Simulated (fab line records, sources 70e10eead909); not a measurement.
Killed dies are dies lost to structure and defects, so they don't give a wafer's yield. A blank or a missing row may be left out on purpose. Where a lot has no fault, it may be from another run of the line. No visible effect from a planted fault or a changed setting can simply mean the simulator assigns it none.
Check of tool commonality / flow nandHarc / Sampled: 8 lots, 24 wafers

== REASON FOR OPENING ==
Flagged at NHARC_A_CHANNEL_HOLE_D1_CD_MEAS_10: reading cdNm, on 2 of 8 lots. Wafers without a fault read 99.9 nm, standard deviation 0.72.
Rule: a lot is flagged in two cases, either no wafer of it has a number, or all its wafers with numbers fall more than 4 standard deviations from that mean. All remaining lots are regarded as sound.

lot=L364; measured=day 8 17:17; on=cdSem-03; cdNm (nm), wafer by wafer=99.9 99.5 99.7; flag=
lot=L365; measured=day 9 09:09; on=cdSem-02; cdNm (nm), wafer by wafer=99.3 98.6 99.3; flag=
lot=L368; measured=day 10 12:43; on=cdSem-03; cdNm (nm), wafer by wafer=99.8 98.5 99.4; flag=
lot=L375; measured=day 13 05:08; on=cdSem-03; cdNm (nm), wafer by wafer=108.0 109.0 108.8; flag=FLAGGED
lot=L377; measured=day 14 13:14; on=cdSem-01; cdNm (nm), wafer by wafer=106.5 105.8 106.8; flag=FLAGGED
lot=L383; measured=day 16 20:07; on=cdSem-03; cdNm (nm), wafer by wafer=100.1 99.1 100.5; flag=
lot=L385; measured=day 17 17:07; on=cdSem-03; cdNm (nm), wafer by wafer=98.2 97.8 98.6; flag=
lot=L384; measured=day 17 18:23; on=cdSem-02; cdNm (nm), wafer by wafer=99.4 99.4 99.9; flag=
On average the flagged lots' numbers are 107.5 nm, which is +7.6 nm against the usual, or +11 standard deviations.

== LOT BY LOT: THE TOOL USED ==
The record holds 1 process step before the reading, out of a route of 1302 steps. Read each cell as the tool, then ch plus the chambers that the sampled wafers visited, then the start.
lot=L364; flag=; NHARC_A_CHANNEL_HOLE_D1_PEB_08=lithoTrack-04 ch 0, day 8 17:13
lot=L365; flag=; NHARC_A_CHANNEL_HOLE_D1_PEB_08=lithoTrack-06 ch 0, day 9 09:04
lot=L368; flag=; NHARC_A_CHANNEL_HOLE_D1_PEB_08=lithoTrack-04 ch 0, day 10 12:38
lot=L375; flag=FLAGGED; NHARC_A_CHANNEL_HOLE_D1_PEB_08=lithoTrack-04 ch 0, day 13 05:04
lot=L377; flag=FLAGGED; NHARC_A_CHANNEL_HOLE_D1_PEB_08=lithoTrack-04 ch 0, day 14 13:10
lot=L383; flag=; NHARC_A_CHANNEL_HOLE_D1_PEB_08=lithoTrack-01 ch 0, day 16 20:02
lot=L385; flag=; NHARC_A_CHANNEL_HOLE_D1_PEB_08=lithoTrack-06 ch 0, day 17 17:02
lot=L384; flag=; NHARC_A_CHANNEL_HOLE_D1_PEB_08=lithoTrack-06 ch 0, day 17 18:19
What these steps do:
- NHARC_A_CHANNEL_HOLE_D1_PEB_08: peb time 65 s.
- NHARC_A_CHANNEL_HOLE_D1_CD_MEAS_10: target cd 100 nm.

== FLAGGED OVER TOTAL, TOOL BY TOOL (the gauges that took the reading come last) ==
step=NHARC_A_CHANNEL_HOLE_D1_PEB_08; tool=lithoTrack-01; lots run=1; flagged=0; share of the flagged lots=none; sound lots run after its first flagged lot=-
step=NHARC_A_CHANNEL_HOLE_D1_PEB_08; tool=lithoTrack-04; lots run=4; flagged=2; share of the flagged lots=all; sound lots run after its first flagged lot=0
step=NHARC_A_CHANNEL_HOLE_D1_PEB_08; tool=lithoTrack-06; lots run=3; flagged=0; share of the flagged lots=none; sound lots run after its first flagged lot=-
step=NHARC_A_CHANNEL_HOLE_D1_CD_MEAS_10; tool=cdSem-01; lots run=1; flagged=1; share of the flagged lots=some; sound lots run after its first flagged lot=0
step=NHARC_A_CHANNEL_HOLE_D1_CD_MEAS_10; tool=cdSem-02; lots run=2; flagged=0; share of the flagged lots=none; sound lots run after its first flagged lot=-
step=NHARC_A_CHANNEL_HOLE_D1_CD_MEAS_10; tool=cdSem-03; lots run=5; flagged=1; share of the flagged lots=some; sound lots run after its first flagged lot=2 (L383,L385)

== WHAT THE TABLE PERMITS ==
All flagged lots share 1 row of the table, namely lithoTrack-04 at NHARC_A_CHANNEL_HOLE_D1_PEB_08.
- lithoTrack-04 at NHARC_A_CHANNEL_HOLE_D1_PEB_08 ran 4 lots, 2 of them flagged. It ran its last sound lot, L368, at day 10 12:38 and its first flagged lot, L375, at day 13 05:04: a fault with its onset between the two fits. Its own readings lie more than 4 standard deviations out on every wafer of the flagged lots: heaterPowerTotalW, plateTempC.
What remains is a single tool, lithoTrack-04 at NHARC_A_CHANNEL_HOLE_D1_PEB_08.

== WHAT THE SIMULATOR HAD PUT IN ==
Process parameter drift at NHARC_A_CHANNEL_HOLE_D1_PEB_08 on lithoTrack-04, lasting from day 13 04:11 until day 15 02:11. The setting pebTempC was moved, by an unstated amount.
Shown lots that were struck: L375, L377. The rule above reached the same finding.
